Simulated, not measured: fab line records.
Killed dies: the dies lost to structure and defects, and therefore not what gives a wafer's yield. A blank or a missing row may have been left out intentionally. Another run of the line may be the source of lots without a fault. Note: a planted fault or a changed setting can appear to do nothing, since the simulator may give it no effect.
Lot-split experiment | flow n5-finfet | 21 wafers read from 7 lots, route of 1938 steps

== SPLIT DETAILS ==
At N5_WELL_APT_COAT_02 (resist thk 950 nm), the setting spin-rpm was moved away from the recipe's 1357 rpm on 8 of the 21 wafers read, by -6.6% to +8.8%. This setting was run at the recipe's value on the other wafers.

The reading is taken at the split's own step.

== THE READING ==
coat_of_WELL_APT_COAT_02.thk-nm (the simulator's own value, which no gauge read), in nm, at N5_WELL_APT_COAT_02 (resist thk 950 nm). The file does not state a usual value for it. The 13 wafers here that ran the recipe average 948.6 nm, standard deviation 2.4 nm.

wafer  | tool, chamber at the split | spin-rpm as run, rpm | against the recipe | coat_of_WELL_APT_COAT_02.thk-nm, nm | against lot-mates on the recipe
L075.1 | litho-track-05, 0          | 1357                 | recipe             | 946                                 | -
L075.2 | litho-track-05, 0          | 1267                 | -6.6%              | 974.6                               | +28.6
L075.4 | litho-track-05, 0          | 1267                 | -6.6%              | 975.6                               | +29.6
L082.2 | litho-track-05, 0          | 1357                 | recipe             | 948.2                               | -
L082.3 | litho-track-05, 0          | 1357                 | recipe             | 949.9                               | -
L082.5 | litho-track-05, 0          | 1357                 | recipe             | 948.7                               | -
L085.4 | litho-track-01, 0          | 1304                 | -3.9%              | 971                                 | +23.0
L085.5 | litho-track-01, 0          | 1357                 | recipe             | 948                                 | -
L085.6 | litho-track-01, 0          | 1304                 | -3.9%              | 969                                 | +21.0
L086.2 | litho-track-01, 0          | 1401                 | +3.2%              | 937.8                               | -13.3
L086.3 | litho-track-01, 0          | 1357                 | recipe             | 951.4                               | -
L086.4 | litho-track-01, 0          | 1357                 | recipe             | 950.8                               | -
L087.1 | litho-track-03, 0          | 1307                 | -3.7%              | 968.2                               | +17.9
L087.2 | litho-track-03, 0          | 1357                 | recipe             | 950.3                               | -
L087.6 | litho-track-03, 0          | 1307                 | -3.7%              | 971.1                               | +20.8
L089.1 | litho-track-05, 0          | 1357                 | recipe             | 945.7                               | -
L089.2 | litho-track-05, 0          | 1357                 | recipe             | 944.5                               | -
L089.4 | litho-track-05, 0          | 1357                 | recipe             | 946.1                               | -
L091.1 | litho-track-01, 0          | 1477                 | +8.8%              | 913.4                               | -37.6
L091.4 | litho-track-01, 0          | 1357                 | recipe             | 952.8                               | -
L091.6 | litho-track-01, 0          | 1357                 | recipe             | 949.3                               | -

FIT RESULTS
A straight line over all 21 wafers: coat_of_WELL_APT_COAT_02.thk-nm changes by -4.28 nm for each +1% of spin-rpm; r = -0.98; the points scatter about the line by 3.1 nm.
The same after taking each lot's own level away (the mean of its wafers on the recipe; 21 wafers): -4.54 nm for each +1%; r = -0.99; scatter 1.8 nm.
On that fit, the largest move of spin-rpm shifts the reading by 40 nm.
Across the lots, their own levels run from 945.43 to 951.10 nm, a range of 2.4 times the standard deviation given above.
The two slopes agree, so the slope changes little with the lot-to-lot level.
Check: -41 nm against its lot-mates is what the line predicts for one of the wafers moved furthest among these (+8.8%) when that wafer is left out of the fit. It came out at -37.6 nm against them.

== THE FILE'S OWN FIT ==
coat_of_WELL_APT_COAT_02.thk-nm changes by -4.5 nm for each +1% of spin-rpm, r = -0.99.
